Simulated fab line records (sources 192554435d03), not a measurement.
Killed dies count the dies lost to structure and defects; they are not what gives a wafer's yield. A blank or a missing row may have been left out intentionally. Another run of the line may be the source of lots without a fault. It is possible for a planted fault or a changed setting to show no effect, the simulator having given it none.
A lot that was struck, set against a sound lot || flow n5Finfet || 39 steps out of a route of 1938
Sound: these wafers, L633.1, L633.2, L633.6. Struck: wafer L643.3. (L643.2, L643.4 of the same lot were not struck and are left out.) The cause comes at the end.
Per side, at each step with rows, come the tool, then ch with its chambers, and then its first start. Under that, the readings that differ: sound wafers || struck wafers || difference of the means || sigmas: that difference in standard deviations of wafers without a fault.
alike: same words and numbers on both sides, and readings whose means sit less than 2 such deviations apart. not compared: any withheld reading, any reading some wafer has no value for, any bound like >300 that may hide the same value, and any number with overlapping values for which the record gives no deviation.
The two part at a step that has a row with sigmas, a row that says differs or no value, or rows on one side only. Non-overlapping numbers with no deviation appear without sigmas and do not part them. Lack of a reading on every wafer of one side parts them only where that side has two or more wafers.

first, 10 steps without rows for these wafers: N5_HKMG_FIN_CMP_23 (polishes, stops on SiNx, t overpolish 10 s, target thk 46.326 nm); N5_HKMG_FIN_CMP_94 (polishes, stops on SiNx, t overpolish 4.7 s, target thk 43.299 nm); N5_GATE_CUT_ETCHBACK_00 (etches W in SF6/Cl2); N5_GATE_CUT_ETCH_56 (etches TiN in Cl2/Ar, target depth 21.6 nm); N5_GATE_CUT_ETCHBACK_30 (etches TiN in Cl2/Ar, target depth 3 nm); N5_GATE_CUT_VAPOR_ETCH_60 (etches HfO2 in BCl3/Cl2); N5_GATE_CUT_ETCH_58 (etches SiNx in CH3F/O2, target depth 17 nm, time 128.6 s); N5_GATE_CUT_STRIP_59 (strips in N2/H2, time 20 s); N5_GATE_CUT_PRECLEAN_31 (cleans in DIW, time 300 s); N5_GATE_CUT_SRD_32 (time 30 s).
N5_GATE_CUT_SAC_CAP_01: material SiNx, target thk 24 nm, pulse time 1 s, ald cycles 480.
  sound on aldSin-04 ch 0,2,3, day 5 06:02; struck on aldSin-04 ch 0, day 7 19:15
  alike: heaterPowerW, precursorPulseHeightRel
then, 25 steps without rows for these wafers: N5_GATE_CUT_PECVD_57 (deposits SiNx from SiH4/NH3/N2, target thk 21 nm); N5_GATE_CUT_CMP_02 (polishes, stops on SiO2, t overpolish 12.7 s, target thk 0 nm); N5_GATE_CUT_HM_DEP_46 (deposits SiO2 from TEOS/O2, target thk 130 nm, time 26.6 s); N5_GATE_CUT_COAT_34 (time 60 s, resist thk 60 nm); N5_GATE_CUT_COAT_35 (time 60 s, resist thk 10 nm); N5_GATE_CUT_COAT_27 (time 60 s, resist thk 10 nm); N5_GATE_CUT_COAT_07 (resist thk 30 nm); N5_GATE_CUT_EBR_09; N5_GATE_CUT_SOFTBAKE_08 (time 60 s); N5_GATE_CUT_EXPOSE_10 (exposes mask GATE CUT, target cd 20 nm); N5_GATE_CUT_PEB_11 (peb time 60 s); N5_GATE_CUT_DEVELOP_12 (develop time 30 s); N5_GATE_CUT_DESCUM_18 (chemistry O2, time 7 s); N5_GATE_CUT_ETCH_28 (etches underlayer in N2/H2, target depth 13 nm, time 10.4 s); N5_GATE_CUT_ETCH_36 (etches SiARC in CF4, target depth 13 nm, time 21.7 s); N5_GATE_CUT_ETCH_37 (etches SOC in N2/H2, target depth 60 nm, overetch 12 nm, time 90 s); N5_GATE_CUT_STRIP_38 (strips in N2/H2); N5_GATE_CUT_STRIP_39 (strips in N2/H2); N5_GATE_CUT_HM_OPEN_40 (chemistry C4F6/O2, target SiO2, target depth 139 nm, time 85.1 s); N5_GATE_CUT_STRIP_41 (strips in CF4); N5_GATE_CUT_STRIP_42 (strips in O2); N5_GATE_CUT_ETCH_19 (etches SiNx in CH3F/O2, target depth 53.7 nm, time 76.7 s); N5_GATE_CUT_CUT_ETCH_53 (etches W in SF6/Cl2, target depth 79.2 nm); N5_GATE_CUT_CUT_ETCH_54 (etches TiN in Cl2/BCl3, target depth 96.7 nm); N5_GATE_CUT_CUT_ETCH_55 (etches HfO2 in BCl3, target depth 3.2 nm).
N5_MOL_CONTACT_COAG_THK_MEAS_29:
  sound on filmMetro-02 at day 5 21:38; struck on filmMetro-01 at day 8 15:25
{"reading": "MD_CAP_THK (nm)", "sound": "17.91 17.92 17.97", "struck": 13.81, "difference": -4.12, "sigmas": -43}
-- a jump in the record: the struck wafers' starts before and after are 3 days apart (it breaks off in module MOL_CONTACT_COAG and resumes in module BEOL_M4, where the first step shown is number 1111 of the route) --
N5_BEOL_M4_RC_MEAS_101:
  sound on prober-02 ch 0, day 8 22:36; struck on prober-02 ch 0, day 11 11:02
{"reading": "ION_P (uA/um)", "sound": "445 461 445", "struck": 470, "difference": "+20", "sigmas": "+2"}
  alike: DIBL_N, DIBL_P, IOFF_N, IOFF_P, ION_N, SS_N, SS_P, VT_N, VT_P
-- record jumps: 5 days separate the struck wafers' starts on either side; left off in module BEOL_M4, taken up again in module PASSIVATION, whose first shown step is the route's number 1936 --
N5_PASSIVATION_PROBE_49:
  sound on prober-01 at day 13 05:59; struck on prober-02 at day 16 08:26
{"reading": "defectLimitedYield (%)", "sound": "91.6 90.4 90.8", "struck": 57.0, "difference": -33.9, "sigmas": -26}
{"reading": "killedAtContacts", "sound": "5 10 8", "struck": 406, "difference": "+398", "sigmas": "+59"}
{"reading": "killedDies", "sound": "99 113 109", "struck": 507, "difference": "+400", "sigmas": "+27"}
{"reading": "sort_bin_5_function (%)", "sound": "5.1 5.9 5.3", "struck": 39.2, "difference": "+33.8", "sigmas": "+38"}
{"reading": "sortNPass", "sound": "1081 1067 1071", "struck": 673, "difference": -400, "sigmas": -25}
{"reading": "sortYieldPct (%)", "sound": "91.6 90.4 90.8", "struck": 57.0, "difference": -33.9, "sigmas": -24}
  alike: killed_at_M0_to_M3, killed_at_M4_up, killedAtFrontEnd, killedAtOther, killedOpen, killedShort, sort_bin_6_memory

## WHERE THEY PART
Earliest at N5_MOL_CONTACT_COAG_THK_MEAS_29; latest, in this record, at N5_PASSIVATION_PROBE_49.

WHY: what had been put in by the simulator
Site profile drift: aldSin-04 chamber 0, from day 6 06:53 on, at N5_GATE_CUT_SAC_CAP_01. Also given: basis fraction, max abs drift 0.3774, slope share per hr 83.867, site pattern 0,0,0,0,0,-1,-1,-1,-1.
